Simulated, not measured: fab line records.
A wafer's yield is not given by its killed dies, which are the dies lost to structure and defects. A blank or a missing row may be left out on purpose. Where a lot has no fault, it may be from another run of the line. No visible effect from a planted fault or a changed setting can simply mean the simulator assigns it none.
Which tool did it? -- flow nand_harc -- 12 lots with 36 wafers sampled at 3 steps, on a route of 1302 steps

== WHAT EACH GAUGE READ, for each wafer ==
NHARC_A_BONDPAD_THK_MEAS_30: measures by ellipsometry.
lot,measured,on,thk_nm (nm)
L075,day 23 18:03,film_metro-02,199.4 199.8 198.9
L077,day 24 00:22,film_metro-01,200.4 202.1 199.6
L076,day 24 21:23,film_metro-02,199.6 199.1 197.5
L082,day 26 03:56,film_metro-01,199.1 199.1 201.1
L083,day 27 03:07,film_metro-01,200.6 202.5 202.9
L085,day 27 16:02,film_metro-02,199.9 199.7 199.9
L087,day 28 10:18,film_metro-02,200.6 200.4 198.8
L088,day 29 07:35,film_metro-01,200.5 200.5 202.6
L090,day 30 16:28,film_metro-02,197.8 198.1 197.4
L095,day 31 06:37,film_metro-01,198.0 199.7 199.9
L096,day 31 21:22,film_metro-02,201.2 200.6 199.6
L097,day 32 12:28,film_metro-02,203.7 199.8 200.5

== EACH LOT AND THE TOOL THAT RAN IT (in order: tool; ch and the chambers of the sampled wafers; start) ==
lot,NHARC_A_M1_DEP_33,NHARC_A_BONDPAD_CMP_29
L075,"pecvd-01 ch 0,2, day 23 16:50","cmp-02 ch 0,1,3, day 23 17:48"
L077,"pecvd-02 ch 1,2, day 23 23:10","cmp-03 ch 1,2,3, day 24 00:07"
L076,"pecvd-03 ch 0,1,2, day 24 20:10","cmp-02 ch 0,1,2, day 24 21:08"
L082,"pecvd-02 ch 0,1, day 26 02:49","cmp-02 ch 0,2,3, day 26 03:43"
L083,"pecvd-01 ch 1,2, day 27 01:56","cmp-04 ch 1,2, day 27 02:52"
L085,"pecvd-02 ch 0,1, day 27 14:49","cmp-02 ch 2,3, day 27 15:49"
L087,"pecvd-03 ch 0,1,2, day 28 09:08","cmp-03 ch 0,1,2, day 28 10:03"
L088,"pecvd-02 ch 0,2, day 29 06:28","cmp-02 ch 0,1,3, day 29 07:20"
L090,"pecvd-02 ch 0,1,2, day 30 15:22","cmp-03 ch 0,2,3, day 30 16:15"
L095,"pecvd-03 ch 0,2, day 31 05:29","cmp-04 ch 0,1, day 31 06:22"
L096,"pecvd-01 ch 1,2, day 31 20:10","cmp-04 ch 0,1, day 31 21:07"
L097,"pecvd-01 ch 0,1,2, day 32 11:16","cmp-03 ch 0,2, day 32 12:14"
- NHARC_A_M1_DEP_33: deposits SiCN, target thk 30 nm.
- NHARC_A_BONDPAD_CMP_29: polishes SiCN, target thk 200 nm.

== THE ANSWER, worked out from the rows above alone ==
Rule: the usual values come from the lots themselves. The widest of any qualifying gaps counts: lots, ordered by their means at a reading, are off when they make up no more than a third of the lots, leave a main group of 4 or more, and stand apart from it by 3 or more times the standard deviation of that group's means. Not used: any main group whose means are identical at the precision the tables above print for the reading. Also off: a lot with no number at a reading for which 4 or more lots have one. Any other lot the step has rows for is counted as sound.
Across all readings shown, no lot is off: no conclusion can be drawn from this.

== WHAT THE SIMULATOR HAD PUT IN ==
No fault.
